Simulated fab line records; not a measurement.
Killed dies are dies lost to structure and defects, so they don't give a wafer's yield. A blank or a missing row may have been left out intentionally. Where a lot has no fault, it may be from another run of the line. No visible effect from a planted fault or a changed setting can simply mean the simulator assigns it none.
fab line records	flow n5_finfet
record lots=8	wafers=24	last_day=19
route steps=1938 shown BEOL_M4@1060
lots untouched by any fault: they come from a run of this same line in which no faults occurred
start_h: start of the lot's first displayed wafer, in hours after the record's first day	wait_h: time in hours since the lot's previous step	" repeats the value in the row above	L1.1+2: a single row standing in for several wafers	- no value present, or no start provided	* or withheld: withheld	< > ~ a bound
route shown NAME@n: NAME is a module with steps in the file, n the number in the route of the first one	usual: mean/standard deviation taken from wafers without a fault	same: alike in all rows	chamber/n: place in a boat	sites: per-site readings	_std_site: how widely they spread, as a standard deviation	_edge_site: outer sites' mean less inner sites'	radius_mm: for every site, how far away it sits from the centre of the wafer	mask NAME#n: copy n	behind: the most recent tool/chamber to have shaped the wafer	hold: why the lot went on hold/how many hours it stayed there/how the hold came to an end	device: which transistor (n, p or np) failed to switch	end of line: the route-end tests of the same wafers	a step given without rows: its recipe and nothing more	killed: at the first sort, the dies lost to defects and structure; wafer yield is something else	map: dies across one wafer; x = killed, . = not, _ = none there
set.NAME: the setting the step ran with; set.NAME@STEP: the setting that earlier step ran with	model.NAME: the simulator's own value behind a step, which no gauge read
a sample of lots followed through the steps of the route, with each step as a table and each wafer as a row
services: from which hour (start_h, from the record's first day; less than 0 if before it) a tool's chamber was out of use, for how many hours, and why
## steps
# step N5_BEOL_M4_ETCH_77
# recipe chemistry=N2/H2	target=underlayer	target_depth_a=65	mask_material=CAR-EUV	time_s=5.2	ion_energy_ev=200	pressure_mtorr=30	source_w=840	bias_w=150	n2_flow_sccm=200	h2_flow_sccm=200	ends=cleared
# usual drypump_motor_current_A=5.8/0.38	etch_rf_on_time_s=5.31/0.15	oes_product_au=0.62/0.062	rf_fwd_power_W=819.0/2.9	rf_vpp_V=523.9/3	showerhead_plenum_p_Torr=2.54/0.096	throttle_valve_pct=18.0/0.31
lot.wafer	tool	chamber	start_h	wait_h	drypump_motor_current_A	etch_rf_on_time_s	oes_product_au	rf_fwd_power_W	rf_hours_counter_h	rf_vpp_V	showerhead_plenum_p_Torr	throttle_valve_pct
L112.1	rie_diel-04	2	194.94	0.0	6.1	5.19	0.63	815.8	196	518.9	2.43	17.9
L112.2	"	0	"	"	5.6	5.25	0.68	814.5	89	523.3	2.44	17.3
L112.6	"	0	"	"	5.6	5.25	0.67	818.3	-	521.1	2.44	17.4
L113.1	rie_diel-02	1	199.24	0.0	5.8	5.54	0.60	818.2	207	528.7	2.64	18.1
L113.4	"	2	"	"	6.4	5.02	0.72	818.7	73	528.4	2.70	17.8
L113.5	"	3	"	"	4.9	5.05	0.61	817.4	-	526.0	2.53	18.0
L114.1	rie_diel-04	3	215.80	0.0	5.7	5.31	0.58	822.9	226	526.5	2.63	18.3
L114.3	"	1	"	"	5.3	5.59	0.59	815.6	223	526.7	2.63	18.2
L114.6	"	1	"	"	5.3	5.53	0.58	817.1	-	525.8	2.63	18.3
L121.4	rie_diel-05	3	245.33	0.0	6.1	5.27	0.62	817.8	-	521.8	2.52	17.9
L121.5	"	0	"	"	5.6	5.50	0.57	819.4	-	522.9	2.53	18.3
L121.6	"	2	"	"	5.5	5.27	0.61	818.3	-	523.4	2.63	17.9
L122.2	rie_diel-04	2	258.97	0.0	6.1	5.26	0.61	817.2	216	519.1	2.43	18.0
L122.3	"	1	"	"	5.3	5.56	0.58	823.1	237	525.3	2.62	18.2
L122.4	"	3	"	"	5.7	5.31	0.58	820.8	240	525.4	2.63	18.3
L127.3	rie_diel-04	2	289.03	0.0	6.1	5.19	0.61	819.7	228	519.1	2.42	18.0
L127.4	"	0	"	"	5.6	5.39	0.64	820.8	-	523.1	2.43	17.4
L127.6	"	1	"	"	5.3	5.52	0.57	821.6	-	526.2	2.62	18.3
L129.1	rie_diel-05	1	315.77	0.0	6.5	5.06	0.77	814.0	21	529.0	2.69	17.8
L129.4	"	1	"	"	6.5	5.04	0.77	816.4	-	528.8	2.69	17.7
L129.5	"	3	"	"	6.1	5.18	0.61	819.6	-	522.6	2.51	17.9
L131.3	rie_diel-04	1	319.89	0.0	5.3	5.43	0.80	816.6	3	527.7	2.61	17.9
L131.4	"	0	"	"	5.6	5.34	0.62	821.7	138	523.5	2.42	17.4
L131.5	"	3	"	"	5.7	5.21	0.80	824.5	-	525.9	2.62	18.1
# step N5_BEOL_M4_ETCH_69
# recipe chemistry=CF4	target=SiARC	target_depth_a=156	mask_material=CAR-EUV	time_s=26	ion_energy_ev=80	pressure_mtorr=40	source_w=545	bias_w=36	Ar_flow_sccm=100	cf4_flow_sccm=100	ends=cleared
# usual drypump_motor_current_A=5.7/0.38	etch_rf_on_time_s=26.6/0.74	oes_product_au=0.62/0.061	rf_fwd_power_W=532.9/2.6	rf_vpp_V=184.0/1.3	showerhead_plenum_p_Torr=2.14/0.075	throttle_valve_pct=15.73/0.28
lot.wafer	tool	chamber	start_h	wait_h	drypump_motor_current_A	etch_rf_on_time_s	oes_product_au	rf_fwd_power_W	rf_hours_counter_h	rf_vpp_V	showerhead_plenum_p_Torr	throttle_valve_pct
L112.1	rie_diel-04	2	194.95	0.0	6.0	26.2	0.62	532.5	196	182.3	2.04	15.49
L112.2	"	0	"	"	5.6	26.4	0.67	534.1	89	182.1	2.09	15.33
L112.6	"	0	"	"	5.6	26.5	0.67	528.0	-	184.6	2.09	15.35
L113.1	rie_diel-02	1	199.26	0.0	5.8	27.7	0.59	529.7	208	185.8	2.20	15.83
L113.4	"	2	"	"	6.4	25.1	0.71	529.3	73	185.2	2.26	15.55
L113.5	"	3	"	"	4.9	25.4	0.60	535.3	-	183.0	2.12	15.71
L114.1	rie_diel-04	3	215.81	0.0	5.7	26.6	0.59	536.7	226	185.0	2.20	16.04
L114.3	"	1	"	"	5.3	27.8	0.58	532.5	223	183.9	2.22	16.08
L114.6	"	1	"	"	5.3	27.8	0.58	532.9	-	184.7	2.22	16.08
L121.4	rie_diel-05	3	245.37	0.0	6.1	26.2	0.62	529.2	-	183.4	2.13	15.80
L121.5	"	0	"	"	5.6	27.4	0.57	538.8	-	183.7	2.11	16.05
L121.6	"	2	"	"	5.5	26.4	0.60	531.5	-	184.2	2.20	15.53
L122.2	rie_diel-04	2	258.99	0.0	6.1	26.2	0.62	531.1	216	183.1	2.03	15.54
L122.3	"	1	"	"	5.3	27.3	0.58	532.0	237	184.9	2.21	16.12
L122.4	"	3	"	"	5.7	26.4	0.57	536.0	240	185.3	2.19	16.06
L127.3	rie_diel-04	2	289.05	0.0	6.0	26.1	0.60	530.2	229	181.4	2.03	15.56
L127.4	"	0	"	"	5.6	26.7	0.64	530.2	-	183.3	2.07	15.38
L127.6	"	1	"	"	5.3	27.4	0.58	534.1	-	184.2	2.21	16.13
L129.1	rie_diel-05	1	315.79	0.0	6.5	25.6	0.77	529.9	21	185.4	2.27	15.46
L129.4	"	1	"	"	6.5	25.6	0.78	528.6	-	186.0	2.27	15.46
L129.5	"	3	"	"	6.1	26.3	0.61	532.5	-	183.1	2.12	15.84
L131.3	rie_diel-04	1	319.90	0.0	5.3	27.2	0.80	532.3	3	186.1	2.20	15.68
L131.4	"	0	"	"	5.6	26.7	0.63	529.8	138	183.5	2.07	15.43
L131.5	"	3	"	"	5.8	25.8	0.80	537.9	-	186.0	2.19	15.66
# step N5_BEOL_M4_VIA_ETCH_34
# recipe chemistry=C4F6/O2	target_depth_a=694	mask_material=SOC	pressure_mtorr=15	ion_energy_ev=250	taper_deg=4	time_s=65.9	source_w=350	bias_w=170	Ar_flow_sccm=300	C4F6_flow_sccm=10	O2_flow_sccm=10
# usual drypump_motor_current_A=5.7/0.44	oes_f_703_au=0.75/0.081	oes_o_777_au=0.75/0.082	oes_product_au=0.75/0.085	rf_fwd_power_W=347.6/1.2	rf_vpp_V=668/13	showerhead_plenum_p_Torr=2.86/0.1	throttle_valve_pct=30.77/0.3
lot.wafer	tool	chamber	start_h	wait_h	drypump_motor_current_A	oes_f_703_au	oes_o_777_au	oes_product_au	rf_fwd_power_W	rf_hours_counter_h	rf_vpp_V	showerhead_plenum_p_Torr	throttle_valve_pct
L112.1	rie_diel-04	3	202.00	0.0	5.7	0.69	0.70	0.69	349.8	221	667	2.92	30.91
L112.2	"	1	"	"	5.3	0.69	0.69	0.70	346.9	219	671	2.95	31.21
L112.6	"	1	"	"	5.3	0.68	0.70	0.70	348.1	-	670	2.95	31.23
L113.1	rie_diel-02	2	218.73	0.0	6.4	0.84	0.84	0.83	345.1	80	685	3.00	30.76
L113.4	"	3	"	"	4.9	0.70	0.70	0.70	346.5	-	684	2.79	30.44
L113.5	"	2	"	"	6.4	0.83	0.85	0.82	346.8	-	684	3.00	30.76
L114.1	rie_diel-02	1	221.86	0.0	5.8	0.69	0.69	0.69	346.6	216	662	2.91	30.82
L114.3	"	2	"	"	6.4	0.83	0.84	0.84	347.2	81	684	3.00	30.77
L114.6	"	3	"	"	4.9	0.70	0.69	0.70	349.3	-	684	2.79	30.49
L121.4	rie_diel-02	0	265.39	0.0	5.8	1.14	1.14	0.97	430.9	14	614	3.03	30.57
L121.5	"	3	"	"	4.9	0.88	0.86	0.73	432.0	-	618	2.78	30.52
L121.6	"	2	"	"	6.4	1.04	1.05	0.84	431.1	-	616	2.99	30.79
L122.2	rie_diel-02	0	273.81	0.0	5.8	1.14	1.13	0.97	431.5	16	614	3.02	30.59
L122.3	"	3	"	"	4.9	0.88	0.86	0.73	430.1	248	617	2.78	30.51
L122.4	"	2	"	"	6.4	1.04	1.04	0.84	428.4	101	617	2.99	30.82
L127.3	rie_diel-05	2	292.34	0.0	5.5	0.71	0.72	0.70	347.8	240	667	2.90	30.51
L127.4	"	1	"	"	6.5	0.88	0.86	0.94	349.0	12	680	3.03	31.03
L127.6	"	3	"	"	6.1	0.72	0.72	0.73	346.2	-	668	2.82	30.89
L129.1	rie_diel-04	2	321.85	0.0	6.1	0.71	0.70	0.70	347.5	244	654	2.70	30.87
L129.4	"	1	"	"	5.3	0.92	0.93	0.94	346.9	4	671	2.93	31.31
L129.5	"	1	"	"	5.3	0.91	0.93	0.95	346.6	-	670	2.93	31.30
L131.3	rie_diel-04	0	323.03	0.0	5.6	0.72	0.73	0.73	347.4	139	643	2.73	30.35
L131.4	"	3	"	"	5.7	0.93	0.93	0.93	348.1	9	664	2.91	31.15
L131.5	"	0	"	"	5.6	0.73	0.74	0.73	347.1	-	644	2.73	30.36
# step N5_BEOL_M4_STRIP_97
# recipe chemistry=N2/H2	time_s=10	power_w=450	temp_c=40	pressure_mtorr=20	rf_frequency_hz=6e+07	bias_power_w=7	n2_flow_sccm=200	h2_flow_sccm=200
# usual drypump_motor_current_A=5.7/0.44	oes_product_au=0.75/0.083	rf_vpp_V=59.1/0.88	showerhead_plenum_p_Torr=2.56/0.099	temp_c=39.99/0.12	throttle_valve_pct=23.71/0.3
lot.wafer	tool	chamber	start_h	wait_h	drypump_motor_current_A	oes_product_au	rf_hours_counter_h	rf_vpp_V	showerhead_plenum_p_Torr	temp_c	throttle_valve_pct
L112.1	rie_diel-04	3	-	-	5.7	0.69	221	59.4	2.63	39.98	23.99
L112.2	"	1	"	"	5.3	0.71	219	58.7	2.62	40.25	23.93
L112.6	"	1	"	"	5.3	0.70	-	60.2	2.62	40.32	23.94
L113.1	rie_diel-02	2	-	-	6.4	0.81	80	60.5	2.69	39.95	23.63
L113.4	"	3	"	"	4.9	0.72	-	59.4	2.52	40.04	23.72
L113.5	"	2	"	"	6.4	0.81	-	60.3	2.69	39.94	23.64
L114.1	rie_diel-02	1	-	-	5.8	0.71	216	58.5	2.63	40.12	23.91
L114.3	"	2	"	"	6.4	0.81	81	58.9	2.69	39.98	23.62
L114.6	"	3	"	"	4.9	0.72	-	58.8	2.52	40.06	23.72
L121.4	rie_diel-02	0	-	-	5.8	0.93	14	57.8	2.69	40.08	23.32
L121.5	"	3	"	"	4.9	0.70	-	58.8	2.51	40.08	23.74
L121.6	"	2	"	"	6.4	0.79	-	59.2	2.68	39.90	23.67
L122.2	rie_diel-02	0	-	-	5.8	0.94	16	57.5	2.69	40.03	23.32
L122.3	"	3	"	"	4.9	0.69	248	59.3	2.51	40.01	23.77
L122.4	"	2	"	"	6.4	0.78	101	60.3	2.68	40.03	23.65
L127.3	rie_diel-05	2	-	-	5.5	0.70	241	58.1	2.62	39.89	23.80
L127.4	"	1	"	"	6.5	0.95	12	57.8	2.69	39.88	23.70
L127.6	"	3	"	"	6.1	0.71	-	60.0	2.51	40.06	23.61
L129.1	rie_diel-04	2	-	-	6.1	0.71	244	58.5	2.41	40.12	23.89
L129.4	"	1	"	"	5.3	0.95	4	60.3	2.61	39.95	23.87
L129.5	"	1	"	"	5.3	0.94	-	60.7	2.61	39.92	23.88
L131.3	rie_diel-04	0	-	-	5.6	0.73	139	57.2	2.42	39.89	23.10
L131.4	"	3	"	"	5.7	0.92	9	58.8	2.62	39.99	24.04
L131.5	"	0	"	"	5.6	0.74	-	58.8	2.42	39.95	23.09
# step N5_BEOL_M4_RC_MEAS_101
# usual DIBL_N=36.6/1.9	DIBL_P=36.7/2.2	IOFF_N=0.16/0.035	IOFF_P=0.22/0.038	ION_N=672/14	ION_P=462/8.3	SS_N=71.6/0.65	SS_P=73.5/0.72	VT_N=250/3.5	VT_P=-250/3.1
lot.wafer	tool	chamber	start_h	wait_h	DIBL_N[mV/V]	DIBL_P[mV/V]	IOFF_N[nA/um]	IOFF_P[nA/um]	ION_N[uA/um]	ION_P[uA/um]	SS_N[mV/dec]	SS_P[mV/dec]	VT_N[mV]	VT_P[mV]
L112.1	prober-02	0	207.69	0.0	36.5	36.7	0.15	0.19	653	448	71.6	73.3	254	-258
L112.2	"	0	"	"	34.4	34.7	0.12	0.16	667	453	71.0	72.7	254	-257
L112.6	"	0	"	"	33.4	32.6	0.11	0.14	650	442	70.7	71.6	257	-257
L113.1	prober-02	0	222.91	0.0	35.6	35.6	0.12	0.20	653	462	71.6	72.9	255	-250
L113.4	"	0	"	"	37.4	37.6	0.16	0.22	651	448	72.3	73.5	252	-251
L113.5	"	0	"	"	34.8	36.4	0.13	0.21	661	462	70.8	73.2	253	-248
L114.1	prober-02	0	226.45	0.0	35.9	36.8	0.17	0.24	691	476	71.0	73.7	249	-249
L114.3	"	0	"	"	37.2	37.1	0.17	0.22	664	455	72.0	74.0	251	-249
L114.6	"	0	"	"	36.9	37.2	0.16	0.23	670	462	72.5	74.4	252	-249
L121.4	prober-01	0	272.38	0.5	35.5	35.2	0.13	0.18	650	451	71.8	73.1	252	-251
L121.5	"	0	"	"	33.3	32.9	0.11	0.16	656	459	70.9	72.7	254	-254
L121.6	"	0	"	"	35.3	34.6	0.14	0.18	665	452	71.5	73.1	253	-251
L122.2	prober-02	0	279.73	0.2	34.9	35.8	0.13	0.18	671	456	72.0	73.1	253	-253
L122.3	"	0	"	"	36.9	37.6	0.18	0.22	673	454	72.6	73.7	250	-250
L122.4	"	0	"	"	36.8	38.6	0.17	0.24	672	463	71.8	73.5	249	-248
L127.3	prober-02	0	297.27	0.3	40.8	42.0	0.26	0.32	692	467	72.9	74.4	245	-245
L127.4	"	0	"	"	35.1	35.6	0.14	0.21	663	457	71.1	73.1	251	-249
L127.6	"	0	"	"	36.6	36.8	0.16	0.21	676	462	71.7	73.4	250	-251
L129.1	prober-02	0	326.31	0.0	38.1	37.1	0.19	0.25	669	458	71.4	73.8	249	-248
L129.4	"	0	"	"	35.2	34.2	0.14	0.19	680	466	71.2	72.6	251	-250
L129.5	"	0	"	"	35.7	34.4	0.14	0.21	678	474	71.6	73.6	249	-248
L131.3	prober-01	0	328.16	0.3	37.0	38.4	0.17	0.22	674	467	71.4	73.3	251	-250
L131.4	"	0	"	"	36.8	38.0	0.17	0.24	676	459	72.2	74.1	248	-248
L131.5	"	0	"	"	38.7	39.6	0.20	0.26	694	470	72.2	73.6	249	-248
## services
tool	chamber	start_h	hours	kind
rie_diel-02	0	205.33	-	clean
rie_diel-02	0	205.33	-	consumable_replace:focus_ring
rie_diel-02	0	205.33	-	consumable_replace:showerhead
rie_diel-02	0	205.33	23.1	scheduled_down
rie_diel-02	0	205.33	23.1	vent_cycle
rie_diel-02	1	236.01	1.8	repair
rie_diel-04	-	241.54	0.5	repair
rie_diel-02	-	268.92	2.8	pm
rie_diel-02	3	279.76	-	clean
rie_diel-02	3	279.76	-	consumable_replace:focus_ring
rie_diel-02	3	279.76	24.2	scheduled_down
rie_diel-02	3	279.76	24.2	vent_cycle
rie_diel-04	3	284.47	-	clean
rie_diel-04	3	284.47	-	consumable_replace:focus_ring
rie_diel-04	3	284.47	19.3	scheduled_down
rie_diel-04	3	284.47	19.3	vent_cycle
rie_diel-05	2	293.30	10.5	repair
rie_diel-05	-	300.33	0.8	repair
rie_diel-04	1	303.82	-	clean
rie_diel-04	1	303.82	-	consumable_replace:focus_ring
rie_diel-04	1	303.82	10.0	scheduled_down
rie_diel-04	1	303.82	10.0	vent_cycle
rie_diel-02	0	304.01	13.7	repair
rie_diel-02	1	317.69	-	clean
## key
first_sign step=N5_BEOL_M4_VIA_ETCH_34	reading=rf_fwd_power_W	direction=up	sigmas=71	usual=*	struck=*
effect step=N5_BEOL_M4_VIA_ETCH_34	reading=rf_vpp_V	direction=down	sigmas=3.9	usual=668	struck=616
met_at N5_BEOL_M4_VIA_ETCH_34
struck_lots L121,L122
not_acting_at N5_BEOL_M4_ETCH_77,N5_BEOL_M4_ETCH_69,N5_BEOL_M4_STRIP_97
onset_between 221.86 265.39
fault kind=process_parameter_drift	tool=rie_diel-02	chamber=-	onset_h=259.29	steps=N5_BEOL_M4_VIA_ETCH_34	channel=source_w	offset=84	shape=step	end_h=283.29	acts_in=these_recipes_only	stated=350
